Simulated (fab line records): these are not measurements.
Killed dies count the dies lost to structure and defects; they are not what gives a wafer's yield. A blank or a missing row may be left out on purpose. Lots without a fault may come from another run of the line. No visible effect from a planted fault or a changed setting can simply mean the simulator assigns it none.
fab line records || flow nand-harc
record {"lots": 6, "wafers": 18, "last-day": 23}
route steps=1159 shown P_GATE@120 END@1159
lots that met no fault: taken from a fault-free run of the same line
start-h: hours from the record's opening day to when the first of the lot's shown wafers began || wait-h: hours since the lot's step before || " the same as in the row above || L1.1+2: one row covering several wafers at once || - no value present, or no start provided || * or withheld: withheld || < > ~ a bound
route shown NAME@n: names a module that has steps shown in the file, with the first one's number in the route || usual: the fault-free wafers' mean and standard deviation || same: alike in all rows || chamber/n: place in a boat || sites: each site's reading || _std_site: their standard deviation || _edge_site: mean of outer sites minus mean of inner sites || radius-mm: for every site, how far away it sits from the centre of the wafer || mask NAME#n: copy n || behind: the most recent tool/chamber to have shaped the wafer || hold: what put the lot on hold/how long, in hours/how the hold closed || device: names the non-switching transistor (n, p or np) || end of line: the tests these same wafers got at the end of their route || a step given without rows: its recipe and nothing more || killed: dies lost to structure and defects at the first sort, not the wafer's yield || map: dies across one wafer; x = killed, . = not, _ = none there
set.NAME: setting as actually run; set.NAME@STEP: the setting as run at that earlier step || model.NAME: the simulator's own value behind a step, which no gauge read
lots at some steps of the route; a table a step, a row a wafer
services: when a tool's chamber went out of use (start-h, in hours from the record's first day, below 0 if earlier), for how many hours, and the reason
## steps
# step NHARC_P_GATE_PEB_09
# recipe {"peb-temp-c": 118, "peb-time-s": 85}
# step NHARC_P_GATE_DEVELOP_10
# recipe {"time-s": 70}
# step NHARC_P_GATE_CD_MEAS_11
# recipe {"target-cd-nm": 1640, "landing-energy-ev": 500}
# usual {"cd-nm": "1640.1/1.7"}
{"lot.wafer": "L897.1", "tool": "cd-sem-01", "chamber": 0, "start-h": 104.27, "wait-h": "-", "cd-nm": 1639.2}
{"lot.wafer": "L897.2", "tool": "cd-sem-01", "chamber": 0, "start-h": 104.27, "wait-h": "-", "cd-nm": 1636.5}
{"lot.wafer": "L897.5", "tool": "cd-sem-01", "chamber": 0, "start-h": 104.27, "wait-h": "-", "cd-nm": 1642.0}
{"lot.wafer": "L898.2", "tool": "cd-sem-02", "chamber": 0, "start-h": 115.90, "wait-h": "-", "cd-nm": 1640.6}
{"lot.wafer": "L898.3", "tool": "cd-sem-02", "chamber": 0, "start-h": 115.90, "wait-h": "-", "cd-nm": 1638.3}
{"lot.wafer": "L898.6", "tool": "cd-sem-02", "chamber": 0, "start-h": 115.90, "wait-h": "-", "cd-nm": 1639.7}
{"lot.wafer": "L900.1", "tool": "cd-sem-03", "chamber": 0, "start-h": 123.98, "wait-h": "-", "cd-nm": 1640.3}
{"lot.wafer": "L900.2", "tool": "cd-sem-03", "chamber": 0, "start-h": 123.98, "wait-h": "-", "cd-nm": 1641.9}
{"lot.wafer": "L900.6", "tool": "cd-sem-03", "chamber": 0, "start-h": 123.98, "wait-h": "-", "cd-nm": 1640.3}
{"lot.wafer": "L905.1", "tool": "cd-sem-02", "chamber": 0, "start-h": 160.04, "wait-h": "-", "cd-nm": 1639.4}
{"lot.wafer": "L905.3", "tool": "cd-sem-02", "chamber": 0, "start-h": 160.04, "wait-h": "-", "cd-nm": 1640.3}
{"lot.wafer": "L905.6", "tool": "cd-sem-02", "chamber": 0, "start-h": 160.04, "wait-h": "-", "cd-nm": 1639.9}
{"lot.wafer": "L907.3", "tool": "cd-sem-03", "chamber": 0, "start-h": 169.28, "wait-h": "-", "cd-nm": 1639.1}
{"lot.wafer": "L907.4", "tool": "cd-sem-03", "chamber": 0, "start-h": 169.28, "wait-h": "-", "cd-nm": 1638.3}
{"lot.wafer": "L907.6", "tool": "cd-sem-03", "chamber": 0, "start-h": 169.28, "wait-h": "-", "cd-nm": 1638.7}
{"lot.wafer": "L906.2", "tool": "cd-sem-01", "chamber": 0, "start-h": 169.31, "wait-h": "-", "cd-nm": 1640.2}
{"lot.wafer": "L906.3", "tool": "cd-sem-01", "chamber": 0, "start-h": 169.31, "wait-h": "-", "cd-nm": 1637.2}
{"lot.wafer": "L906.6", "tool": "cd-sem-01", "chamber": 0, "start-h": 169.31, "wait-h": "-", "cd-nm": 1643.1}
# step NHARC_P_GATE_HARDBAKE_12
# recipe {"temp-c": 125, "time-s": 80}
# step NHARC_P_GATE_DESCUM_13
# recipe {"time-s": 3, "o2-flow-sccm": 200, "ar-flow-sccm": 0, "bias-power-w": 0, "chemistry": "O2"}
# usual {"drypump-motor-current-A": "5.6/0.43", "o2-flow-sccm": "199.9/0.57", "oes-product-au": "1.003/0.0079", "rf-vpp-V": "57.9/0.9", "showerhead-plenum-p-Torr": "1.94/0.082", "throttle-valve-pct": "11.311/0.0096"}
# same {"bias-power-w": 0}
{"lot.wafer": "L897.2", "tool": "rie-diel-09", "chamber": 3, "start-h": 104.46, "wait-h": "-", "drypump-motor-current-A": 6.3, "o2-flow-sccm": 200.3, "oes-product-au": 1.005, "rf-hours-counter-h": 6, "rf-vpp-V": 58.2, "showerhead-plenum-p-Torr": 1.97, "throttle-valve-pct": 11.320}
{"lot.wafer": "L897.1", "tool": "rie-diel-09", "chamber": 2, "start-h": 104.46, "wait-h": "-", "drypump-motor-current-A": 6.2, "o2-flow-sccm": 198.9, "oes-product-au": 1.009, "rf-hours-counter-h": 5, "rf-vpp-V": 58.4, "showerhead-plenum-p-Torr": 1.97, "throttle-valve-pct": 11.315}
{"lot.wafer": "L897.5", "tool": "rie-diel-09", "chamber": 3, "start-h": 104.46, "wait-h": "-", "drypump-motor-current-A": 6.4, "o2-flow-sccm": 200.9, "oes-product-au": 1.008, "rf-hours-counter-h": "-", "rf-vpp-V": 57.4, "showerhead-plenum-p-Torr": 1.97, "throttle-valve-pct": 11.302}
{"lot.wafer": "L898.3", "tool": "rie-diel-06", "chamber": 3, "start-h": 116.07, "wait-h": "-", "drypump-motor-current-A": 6.1, "o2-flow-sccm": 199.3, "oes-product-au": 1.012, "rf-hours-counter-h": 19, "rf-vpp-V": 59.5, "showerhead-plenum-p-Torr": 1.96, "throttle-valve-pct": 11.302}
{"lot.wafer": "L898.2", "tool": "rie-diel-06", "chamber": 0, "start-h": 116.07, "wait-h": "-", "drypump-motor-current-A": 5.7, "o2-flow-sccm": 199.5, "oes-product-au": 1.002, "rf-hours-counter-h": 17, "rf-vpp-V": 56.9, "showerhead-plenum-p-Torr": 1.80, "throttle-valve-pct": 11.319}
{"lot.wafer": "L898.6", "tool": "rie-diel-06", "chamber": 2, "start-h": 116.07, "wait-h": "-", "drypump-motor-current-A": 5.0, "o2-flow-sccm": 199.9, "oes-product-au": 1.018, "rf-hours-counter-h": "-", "rf-vpp-V": 56.0, "showerhead-plenum-p-Torr": 1.98, "throttle-valve-pct": 11.313}
{"lot.wafer": "L900.2", "tool": "rie-diel-09", "chamber": 2, "start-h": 124.15, "wait-h": "-", "drypump-motor-current-A": 6.2, "o2-flow-sccm": 200.3, "oes-product-au": 1.003, "rf-hours-counter-h": 13, "rf-vpp-V": 56.9, "showerhead-plenum-p-Torr": 1.97, "throttle-valve-pct": 11.299}
{"lot.wafer": "L900.1", "tool": "rie-diel-09", "chamber": 3, "start-h": 124.15, "wait-h": "-", "drypump-motor-current-A": 6.3, "o2-flow-sccm": 201.4, "oes-product-au": 1.002, "rf-hours-counter-h": 13, "rf-vpp-V": 58.2, "showerhead-plenum-p-Torr": 1.96, "throttle-valve-pct": 11.313}
{"lot.wafer": "L900.6", "tool": "rie-diel-09", "chamber": 2, "start-h": 124.15, "wait-h": "-", "drypump-motor-current-A": 6.2, "o2-flow-sccm": 200.4, "oes-product-au": 1.004, "rf-hours-counter-h": "-", "rf-vpp-V": 57.2, "showerhead-plenum-p-Torr": 1.97, "throttle-valve-pct": 11.297}
{"lot.wafer": "L905.1", "tool": "rie-diel-09", "chamber": 0, "start-h": 160.21, "wait-h": "-", "drypump-motor-current-A": 4.8, "o2-flow-sccm": 200.1, "oes-product-au": 0.993, "rf-hours-counter-h": 26, "rf-vpp-V": 57.4, "showerhead-plenum-p-Torr": 1.92, "throttle-valve-pct": 11.302}
{"lot.wafer": "L905.3", "tool": "rie-diel-09", "chamber": 1, "start-h": 160.21, "wait-h": "-", "drypump-motor-current-A": 5.8, "o2-flow-sccm": 199.5, "oes-product-au": 1.000, "rf-hours-counter-h": 26, "rf-vpp-V": 58.1, "showerhead-plenum-p-Torr": 1.96, "throttle-valve-pct": 11.302}
{"lot.wafer": "L905.6", "tool": "rie-diel-09", "chamber": 0, "start-h": 160.21, "wait-h": "-", "drypump-motor-current-A": 4.8, "o2-flow-sccm": 200.1, "oes-product-au": 1.001, "rf-hours-counter-h": "-", "rf-vpp-V": 57.0, "showerhead-plenum-p-Torr": 1.92, "throttle-valve-pct": 11.321}
{"lot.wafer": "L907.3", "tool": "rie-diel-11", "chamber": 2, "start-h": 169.43, "wait-h": "-", "drypump-motor-current-A": 5.4, "o2-flow-sccm": 199.4, "oes-product-au": 0.990, "rf-hours-counter-h": 28, "rf-vpp-V": 57.0, "showerhead-plenum-p-Torr": 2.00, "throttle-valve-pct": 11.330}
{"lot.wafer": "L907.4", "tool": "rie-diel-11", "chamber": 3, "start-h": 169.43, "wait-h": "-", "drypump-motor-current-A": 5.6, "o2-flow-sccm": 200.6, "oes-product-au": 0.994, "rf-hours-counter-h": 28, "rf-vpp-V": 59.1, "showerhead-plenum-p-Torr": 2.05, "throttle-valve-pct": 11.322}
{"lot.wafer": "L907.6", "tool": "rie-diel-11", "chamber": 2, "start-h": 169.43, "wait-h": "-", "drypump-motor-current-A": 5.4, "o2-flow-sccm": 199.5, "oes-product-au": 0.996, "rf-hours-counter-h": "-", "rf-vpp-V": 58.3, "showerhead-plenum-p-Torr": 2.00, "throttle-valve-pct": 11.289}
{"lot.wafer": "L906.2", "tool": "rie-diel-06", "chamber": 1, "start-h": 169.51, "wait-h": "-", "drypump-motor-current-A": 6.0, "o2-flow-sccm": 199.2, "oes-product-au": 0.998, "rf-hours-counter-h": 35, "rf-vpp-V": 56.0, "showerhead-plenum-p-Torr": 1.87, "throttle-valve-pct": 11.307}
{"lot.wafer": "L906.3", "tool": "rie-diel-06", "chamber": 2, "start-h": 169.51, "wait-h": "-", "drypump-motor-current-A": 5.0, "o2-flow-sccm": 200.6, "oes-product-au": 1.010, "rf-hours-counter-h": 37, "rf-vpp-V": 56.1, "showerhead-plenum-p-Torr": 1.97, "throttle-valve-pct": 11.300}
{"lot.wafer": "L906.6", "tool": "rie-diel-06", "chamber": 0, "start-h": 169.51, "wait-h": "-", "drypump-motor-current-A": 5.6, "o2-flow-sccm": 200.2, "oes-product-au": 0.999, "rf-hours-counter-h": "-", "rf-vpp-V": 57.3, "showerhead-plenum-p-Torr": 1.79, "throttle-valve-pct": 11.326}
# step NHARC_P_GATE_ETCH_14
# recipe {"target-depth-a": 488, "chemistry": "dHF", "material": "SiO2"}
# step NHARC_P_GATE_STRIP_15
# recipe {"time-s": 780, "temp-c": 130, "chemistry": "SPM"}
# step NHARC_P_GATE_PRECLEAN_71
# recipe {"time-s": "*", "temp-c": 50, "bath-age-min": 0, "chemistry": "SC1"}
# step NHARC_P_GATE_SRD_72
# step NHARC_P_GATE_OXIDE_16
# recipe {"target-thk-a": 30, "temp-c": 875, "ox-time-s": 392, "material": "SiO2"}
# step NHARC_P_GATE_CVD_17
# recipe {"target-thk-a": 1500, "temp-c": 620, "time-s": 900, "material": "poly-Si"}
# step NHARC_P_GATE_HM_DEP_102
# recipe {"target-thk-a": 1200, "temp-c": 400, "material": "aC"}
# usual {"throttle-valve-pct": "35.000/0.01"}
{"lot.wafer": "L897.1", "tool": "acl-dep-02", "chamber": 0, "start-h": 117.53, "wait-h": 1.2, "throttle-valve-pct": 34.994}
{"lot.wafer": "L897.2", "tool": "acl-dep-02", "chamber": 0, "start-h": 117.53, "wait-h": 1.2, "throttle-valve-pct": 34.999}
{"lot.wafer": "L897.5", "tool": "acl-dep-02", "chamber": 0, "start-h": 117.53, "wait-h": 1.2, "throttle-valve-pct": 34.993}
{"lot.wafer": "L898.2", "tool": "acl-dep-01", "chamber": 0, "start-h": 132.46, "wait-h": 0.8, "throttle-valve-pct": 35.001}
{"lot.wafer": "L898.3", "tool": "acl-dep-01", "chamber": 0, "start-h": 132.46, "wait-h": 0.8, "throttle-valve-pct": 35.008}
{"lot.wafer": "L898.6", "tool": "acl-dep-01", "chamber": 0, "start-h": 132.46, "wait-h": 0.8, "throttle-valve-pct": 35.001}
{"lot.wafer": "L900.1", "tool": "acl-dep-03", "chamber": 0, "start-h": 136.35, "wait-h": 0.4, "throttle-valve-pct": 35.001}
{"lot.wafer": "L900.2", "tool": "acl-dep-03", "chamber": 0, "start-h": 136.35, "wait-h": 0.4, "throttle-valve-pct": 34.991}
{"lot.wafer": "L900.6", "tool": "acl-dep-03", "chamber": 0, "start-h": 136.35, "wait-h": 0.4, "throttle-valve-pct": 34.996}
{"lot.wafer": "L905.1", "tool": "acl-dep-03", "chamber": 0, "start-h": 177.05, "wait-h": 5.1, "throttle-valve-pct": 34.998}
{"lot.wafer": "L905.3", "tool": "acl-dep-03", "chamber": 0, "start-h": 177.05, "wait-h": 5.1, "throttle-valve-pct": 35.001}
{"lot.wafer": "L905.6", "tool": "acl-dep-03", "chamber": 0, "start-h": 177.05, "wait-h": 5.1, "throttle-valve-pct": 35.000}
{"lot.wafer": "L906.2", "tool": "acl-dep-03", "chamber": 0, "start-h": 183.90, "wait-h": 2.5, "throttle-valve-pct": 34.999}
{"lot.wafer": "L906.3", "tool": "acl-dep-03", "chamber": 0, "start-h": 183.90, "wait-h": 2.5, "throttle-valve-pct": 35.015}
{"lot.wafer": "L906.6", "tool": "acl-dep-03", "chamber": 0, "start-h": 183.90, "wait-h": 2.5, "throttle-valve-pct": 35.009}
{"lot.wafer": "L907.3", "tool": "acl-dep-02", "chamber": 0, "start-h": 184.11, "wait-h": 2.7, "throttle-valve-pct": 34.998}
{"lot.wafer": "L907.4", "tool": "acl-dep-02", "chamber": 0, "start-h": 184.11, "wait-h": 2.7, "throttle-valve-pct": 35.002}
{"lot.wafer": "L907.6", "tool": "acl-dep-02", "chamber": 0, "start-h": 184.11, "wait-h": 2.7, "throttle-valve-pct": 34.992}
# step NHARC_P_GATE_DEP_103
# recipe {"target-thk-a": 300, "target-thk-nm": 30, "temp-c": 400, "flow-sccm": 200, "rf-w": 350, "material": "SiON"}
# usual {"heater-power-w": "776/86"}
{"lot.wafer": "L897.2", "tool": "pecvd-02", "chamber": 1, "start-h": 118.39, "wait-h": 0.6, "heater-power-w": 739}
{"lot.wafer": "L897.1", "tool": "pecvd-02", "chamber": 0, "start-h": 118.39, "wait-h": 0.6, "heater-power-w": 754}
{"lot.wafer": "L897.5", "tool": "pecvd-02", "chamber": 0, "start-h": 118.39, "wait-h": 0.6, "heater-power-w": 731}
{"lot.wafer": "L898.2", "tool": "pecvd-02", "chamber": 2, "start-h": 133.05, "wait-h": 0.5, "heater-power-w": 660}
{"lot.wafer": "L898.3", "tool": "pecvd-02", "chamber": 0, "start-h": 133.05, "wait-h": 0.5, "heater-power-w": 655}
{"lot.wafer": "L898.6", "tool": "pecvd-02", "chamber": 1, "start-h": 133.05, "wait-h": 0.5, "heater-power-w": 716}
{"lot.wafer": "L900.1", "tool": "pecvd-01", "chamber": 2, "start-h": 137.18, "wait-h": 0.7, "heater-power-w": 820}
{"lot.wafer": "L900.2", "tool": "pecvd-01", "chamber": 0, "start-h": 137.18, "wait-h": 0.7, "heater-power-w": 827}
{"lot.wafer": "L900.6", "tool": "pecvd-01", "chamber": 0, "start-h": 137.18, "wait-h": 0.7, "heater-power-w": 833}
{"lot.wafer": "L905.3", "tool": "pecvd-02", "chamber": 2, "start-h": 177.71, "wait-h": 0.3, "heater-power-w": 669}
{"lot.wafer": "L905.1", "tool": "pecvd-02", "chamber": 0, "start-h": 177.71, "wait-h": 0.3, "heater-power-w": 696}
{"lot.wafer": "L905.6", "tool": "pecvd-02", "chamber": 0, "start-h": 177.71, "wait-h": 0.3, "heater-power-w": 687}
{"lot.wafer": "L906.2", "tool": "pecvd-02", "chamber": 2, "start-h": 184.46, "wait-h": 0.5, "heater-power-w": 659}
{"lot.wafer": "L906.3", "tool": "pecvd-02", "chamber": 1, "start-h": 184.46, "wait-h": 0.5, "heater-power-w": 729}
{"lot.wafer": "L906.6", "tool": "pecvd-02", "chamber": 0, "start-h": 184.46, "wait-h": 0.5, "heater-power-w": 729}
{"lot.wafer": "L906.2", "tool": "pecvd-02", "chamber": 2, "start-h": 185.03, "wait-h": 0.5, "heater-power-w": 640}
{"lot.wafer": "L906.3", "tool": "pecvd-02", "chamber": 1, "start-h": 185.03, "wait-h": 0.5, "heater-power-w": 716}
{"lot.wafer": "L906.6", "tool": "pecvd-02", "chamber": 0, "start-h": 185.03, "wait-h": 0.5, "heater-power-w": 710}
{"lot.wafer": "L907.3", "tool": "pecvd-03", "chamber": 2, "start-h": 184.56, "wait-h": 0.3, "heater-power-w": 849}
{"lot.wafer": "L907.6", "tool": "pecvd-03", "chamber": 2, "start-h": 184.56, "wait-h": 0.3, "heater-power-w": 875}
{"lot.wafer": "L907.4", "tool": "pecvd-03", "chamber": 1, "start-h": 184.56, "wait-h": 0.3, "heater-power-w": 934}
{"lot.wafer": "L907.3", "tool": "pecvd-03", "chamber": 2, "start-h": 184.93, "wait-h": 0.3, "heater-power-w": 839}
{"lot.wafer": "L907.6", "tool": "pecvd-03", "chamber": 2, "start-h": 184.93, "wait-h": 0.3, "heater-power-w": 848}
{"lot.wafer": "L907.4", "tool": "pecvd-03", "chamber": 1, "start-h": 184.93, "wait-h": 0.3, "heater-power-w": 934}
# step NHARC_P_GATE_DEHYDRATE_18
# recipe {"temp-c": 150, "time-s": 120}
# step NHARC_END_SORT_01
# recipe {"temp-c": 25}
# usual {"killed-at-array": "26/11", "killed-at-other": "0.6/1", "killed-at-periphery": "3.1/2.1", "killed-dies": "30/11", "killed-open": "3.4/1.8", "killed-short": "2.1/1.5"}
# same {"gross-dies": 677}
{"lot.wafer": "L900.1", "tool": "prober-01", "chamber": 0, "start-h": 486.65, "wait-h": 2.5, "killed-at-array": 20, "killed-at-other": 1, "killed-at-periphery": 3, "killed-dies": 24, "killed-open": 3, "killed-short": 2}
{"lot.wafer": "L900.2", "tool": "prober-01", "chamber": 0, "start-h": 487.46, "wait-h": 2.8, "killed-at-array": 15, "killed-at-other": 2, "killed-at-periphery": 5, "killed-dies": 22, "killed-open": 5, "killed-short": 3}
{"lot.wafer": "L900.6", "tool": "prober-01", "chamber": 0, "start-h": 490.70, "wait-h": 4.0, "killed-at-array": 23, "killed-at-other": 2, "killed-at-periphery": 4, "killed-dies": 29, "killed-open": 2, "killed-short": 2}
{"lot.wafer": "L897.1", "tool": "prober-01", "chamber": 0, "start-h": 494.53, "wait-h": 2.5, "killed-at-array": 26, "killed-at-other": 1, "killed-at-periphery": 2, "killed-dies": 29, "killed-open": 4, "killed-short": 2}
{"lot.wafer": "L897.2", "tool": "prober-01", "chamber": 0, "start-h": 495.32, "wait-h": 2.8, "killed-at-array": 23, "killed-at-other": 1, "killed-at-periphery": 4, "killed-dies": 28, "killed-open": 1, "killed-short": 3}
{"lot.wafer": "L897.5", "tool": "prober-01", "chamber": 0, "start-h": 497.71, "wait-h": 3.7, "killed-at-array": 26, "killed-at-other": 0, "killed-at-periphery": 2, "killed-dies": 28, "killed-open": 2, "killed-short": 1}
{"lot.wafer": "L898.2", "tool": "prober-01", "chamber": 0, "start-h": 503.11, "wait-h": 2.8, "killed-at-array": 29, "killed-at-other": 1, "killed-at-periphery": 2, "killed-dies": 32, "killed-open": 1, "killed-short": 1}
{"lot.wafer": "L898.3", "tool": "prober-01", "chamber": 0, "start-h": 503.91, "wait-h": 3.1, "killed-at-array": 36, "killed-at-other": 0, "killed-at-periphery": 2, "killed-dies": 38, "killed-open": 2, "killed-short": 1}
{"lot.wafer": "L898.6", "tool": "prober-01", "chamber": 0, "start-h": 506.30, "wait-h": 4.0, "killed-at-array": 31, "killed-at-other": 0, "killed-at-periphery": 1, "killed-dies": 32, "killed-open": 5, "killed-short": 1}
{"lot.wafer": "L906.2", "tool": "prober-01", "chamber": 0, "start-h": 528.17, "wait-h": 2.8, "killed-at-array": 24, "killed-at-other": 0, "killed-at-periphery": 8, "killed-dies": 32, "killed-open": 5, "killed-short": 2}
{"lot.wafer": "L906.3", "tool": "prober-01", "chamber": 0, "start-h": 528.98, "wait-h": 3.1, "killed-at-array": 30, "killed-at-other": 0, "killed-at-periphery": 3, "killed-dies": 33, "killed-open": 4, "killed-short": 1}
{"lot.wafer": "L906.6", "tool": "prober-01", "chamber": 0, "start-h": 531.41, "wait-h": 4.1, "killed-at-array": 30, "killed-at-other": 0, "killed-at-periphery": 1, "killed-dies": 31, "killed-open": 2, "killed-short": 1}
{"lot.wafer": "L907.3", "tool": "prober-02", "chamber": 0, "start-h": 529.05, "wait-h": 3.1, "killed-at-array": 20, "killed-at-other": 0, "killed-at-periphery": 6, "killed-dies": 26, "killed-open": 10, "killed-short": 1}
{"lot.wafer": "L907.4", "tool": "prober-02", "chamber": 0, "start-h": 529.85, "wait-h": 3.4, "killed-at-array": 34, "killed-at-other": 0, "killed-at-periphery": 3, "killed-dies": 37, "killed-open": 5, "killed-short": 2}
{"lot.wafer": "L907.6", "tool": "prober-02", "chamber": 0, "start-h": 531.45, "wait-h": 4.0, "killed-at-array": 26, "killed-at-other": 0, "killed-at-periphery": 3, "killed-dies": 29, "killed-open": 3, "killed-short": 1}
# killed by level:class
L900.1 A_CHANNEL_HOLE_D1:chamber-film-flake=13 A_CONTACT:chamber-film-flake=3 P_M1:geometric-particle:open=2 A_ONON_D1:geometric-particle:short=1 A_CHANNEL_FILL_D1:geometric-particle:short=1 A_CONTACT:geometric-particle:open=1 P_CONTACT:chamber-film-flake=1 A_WL_FILL:chamber-film-flake=1
L900.2 A_CHANNEL_HOLE_D1:chamber-film-flake=9 P_M0:geometric-particle:open=2 THIN_TSV:chamber-film-flake=2 P_CONTACT:geometric-particle:short=1 P_CONTACT:geometric-particle:open=1 A_SOURCE_PLATE:geometric-particle:short=1 A_SGD_CUT:geometric-particle:short=1 A_CONTACT:geometric-particle:open=1
L900.6 A_CHANNEL_HOLE_D1:chamber-film-flake=19 A_CONTACT:chamber-film-flake=2 THIN_TSV:chamber-film-flake=2 P_CONTACT:geometric-particle:short=1 P_M0:geometric-particle:open=1 A_CHANNEL_FILL_D1:geometric-particle:short=1 A_WL_FILL:geometric-particle:open=1 P_ZERO_WELL:chamber-film-flake=1
L897.1 A_CHANNEL_HOLE_D1:chamber-film-flake=12 A_SGD_CUT:chamber-film-flake=4 A_CONTACT:chamber-film-flake=4 A_ONON_D1:geometric-particle:short=2 P_BONDPAD:chamber-film-flake=2 A_ONON_D1:geometric-particle:open=1 A_CHANNEL_HOLE_D1:geometric-particle:open=1 A_CHANNEL_FILL_D1:geometric-particle:open=1
L897.2 A_CHANNEL_HOLE_D1:chamber-film-flake=13 A_SGD_CUT:chamber-film-flake=4 A_CONTACT:chamber-film-flake=3 P_BONDPAD:chamber-film-flake=2 P_GATE:geometric-particle:short=1 A_WL_FILL:geometric-particle:short=1 A_CONTACT:geometric-particle:open=1 A_CONTACT:geometric-particle:short=1
L897.5 A_CHANNEL_HOLE_D1:chamber-film-flake=14 A_SGD_CUT:chamber-film-flake=7 A_M1:geometric-particle:open=2 A_CONTACT:chamber-film-flake=2 P_M0:geometric-particle:short=1 P_BONDPAD:chamber-film-flake=1 A_STAIRCASE:chamber-film-flake=1
L898.2 A_SLIT:chamber-film-flake=9 A_CONTACT:chamber-film-flake=7 A_CHANNEL_HOLE_D1:chamber-film-flake=6 A_SGD_CUT:chamber-film-flake=4 P_M0:geometric-particle:open=1 A_WL_FILL:geometric-particle:short=1 P_STI:chamber-film-flake=1 A_CHANNEL_FILL_D1:chamber-film-flake=1
L898.3 A_CONTACT:chamber-film-flake=10 A_SLIT:chamber-film-flake=9 A_SGD_CUT:chamber-film-flake=8 A_CHANNEL_HOLE_D1:chamber-film-flake=3 A_CHANNEL_FILL_D1:chamber-film-flake=2 A_CHANNEL_FILL_D1:geometric-particle:short=1 A_SGD_CUT:geometric-particle:open=1 A_CONTACT:geometric-particle:open=1
L898.6 A_SLIT:chamber-film-flake=14 A_CHANNEL_HOLE_D1:chamber-film-flake=4 A_CONTACT:chamber-film-flake=4 A_ONON_D1:geometric-particle:open=2 A_CONTACT:geometric-particle:open=2 A_CHANNEL_FILL_D1:geometric-particle:short=1 A_SGD_CUT:geometric-particle:open=1 P_ZERO_WELL:chamber-film-flake=1
L906.2 A_SLIT:chamber-film-flake=13 P_GATE:chamber-film-flake=3 A_CHANNEL_HOLE_D1:chamber-film-flake=3 P_CONTACT:geometric-particle:open=2 A_ZERO_WELL:chamber-film-flake=2 A_CONTACT:chamber-film-flake=2 P_GATE:geometric-particle:short=1 P_M1:geometric-particle:open=1
L906.3 A_SLIT:chamber-film-flake=15 A_CHANNEL_HOLE_D1:chamber-film-flake=6 A_STAIRCASE:chamber-film-flake=3 A_CONTACT:chamber-film-flake=2 P_CONTACT:geometric-particle:open=1 P_M0:geometric-particle:open=1 A_ONON_D1:geometric-particle:open=1 A_WL_FILL:geometric-particle:short=1
L907.3 A_CHANNEL_HOLE_D1:chamber-film-flake=10 A_CONTACT:chamber-film-flake=3 A_CONTACT:geometric-particle:open=2 A_STAIRCASE:chamber-film-flake=2 P_GATE:geometric-particle:open=1 P_CONTACT:geometric-particle:open=1 P_M0:geometric-particle:open=1 P_M1:geometric-particle:open=1
L907.4 A_CHANNEL_HOLE_D1:chamber-film-flake=19 A_CONTACT:chamber-film-flake=6 A_WL_FILL:chamber-film-flake=3 A_CONTACT:geometric-particle:open=2 A_CHANNEL_FILL_D1:chamber-film-flake=2 P_STI:geometric-particle:open=1 P_M0:geometric-particle:open=1 P_M2:geometric-particle:short=1
L906.6 A_SLIT:chamber-film-flake=20 A_CHANNEL_HOLE_D1:chamber-film-flake=3 A_CONTACT:geometric-particle:open=2 A_STAIRCASE:chamber-film-flake=2 A_WL_FILL:geometric-particle:short=1 P_BONDPAD:chamber-film-flake=1 A_CHANNEL_FILL_D1:chamber-film-flake=1 A_CONTACT:chamber-film-flake=1
L907.6 A_CHANNEL_HOLE_D1:chamber-film-flake=17 A_CONTACT:chamber-film-flake=5 A_CONTACT:geometric-particle:open=2 P_GATE:chamber-film-flake=2 A_CHANNEL_FILL_D1:geometric-particle:short=1 A_SGD_CUT:geometric-particle:open=1 P_M2:chamber-film-flake=1
## services
{"tool": "rie-diel-09", "chamber": 0, "start-h": 86.11, "hours": "-", "kind": "clean"}
{"tool": "rie-diel-09", "chamber": 1, "start-h": 86.11, "hours": "-", "kind": "clean"}
{"tool": "rie-diel-09", "chamber": 2, "start-h": 86.11, "hours": "-", "kind": "clean"}
{"tool": "rie-diel-09", "chamber": 3, "start-h": 86.11, "hours": "-", "kind": "clean"}
{"tool": "rie-diel-06", "chamber": 0, "start-h": 101.13, "hours": 2.3, "kind": "repair"}
{"tool": "rie-diel-09", "chamber": "-", "start-h": 106.78, "hours": 0.4, "kind": "repair"}
{"tool": "rie-diel-09", "chamber": 0, "start-h": 110.61, "hours": "-", "kind": "clean"}
{"tool": "rie-diel-09", "chamber": 1, "start-h": 110.61, "hours": "-", "kind": "clean"}
{"tool": "pecvd-03", "chamber": "-", "start-h": 111.02, "hours": 13.0, "kind": "pm"}
{"tool": "acl-dep-01", "chamber": "-", "start-h": 112.98, "hours": 13.0, "kind": "pm"}
{"tool": "rie-diel-09", "chamber": "-", "start-h": 139.59, "hours": 0.7, "kind": "repair"}
{"tool": "pecvd-02", "chamber": "-", "start-h": 153.15, "hours": 13.0, "kind": "pm"}
{"tool": "pecvd-02", "chamber": 0, "start-h": 153.15, "hours": 13.0, "kind": "vent-cycle"}
{"tool": "pecvd-02", "chamber": 1, "start-h": 153.15, "hours": 13.0, "kind": "vent-cycle"}
{"tool": "pecvd-02", "chamber": 2, "start-h": 153.15, "hours": 13.0, "kind": "vent-cycle"}
{"tool": "acl-dep-02", "chamber": "-", "start-h": 154.67, "hours": 5.7, "kind": "repair"}
{"tool": "acl-dep-01", "chamber": "-", "start-h": 154.79, "hours": 0.9, "kind": "repair"}
{"tool": "pecvd-02", "chamber": 0, "start-h": 166.15, "hours": "-", "kind": "clean"}
{"tool": "pecvd-02", "chamber": 1, "start-h": 166.15, "hours": "-", "kind": "clean"}
{"tool": "pecvd-02", "chamber": 2, "start-h": 166.15, "hours": "-", "kind": "clean"}
{"tool": "rie-diel-06", "chamber": 3, "start-h": 166.94, "hours": 16.7, "kind": "repair"}
{"tool": "acl-dep-02", "chamber": "-", "start-h": 169.20, "hours": 13.0, "kind": "pm"}
{"tool": "pecvd-01", "chamber": 0, "start-h": 176.50, "hours": 5.0, "kind": "repair"}
{"tool": "pecvd-01", "chamber": "-", "start-h": 179.90, "hours": 1.5, "kind": "repair"}
## key
first-sign {"step": "NHARC_P_GATE_DEP_103", "reading": "visit", "direction": "added"}
effect none on later readings
met-at NHARC_P_GATE_DEP_103
struck-wafers L906.2,L906.3,L906.6,L907.3,L907.4,L907.6
tester-left-out L906,L907
fault {"kind": "repeated-step-whole", "tool": "pecvd-01,pecvd-02,pecvd-03", "chamber": "-", "onset-h": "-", "steps": "NHARC_P_GATE_DEP_103", "times": 1, "scope": "struck-lots-only"}
# tester-left-out: of these lots the tester's yield and bins aren't shown, on N5 and GAA mostly nor the transistor test; their killed dies are dies lost to structure and defects alone, not to doping, threshold or leakage, so they don't give the yield
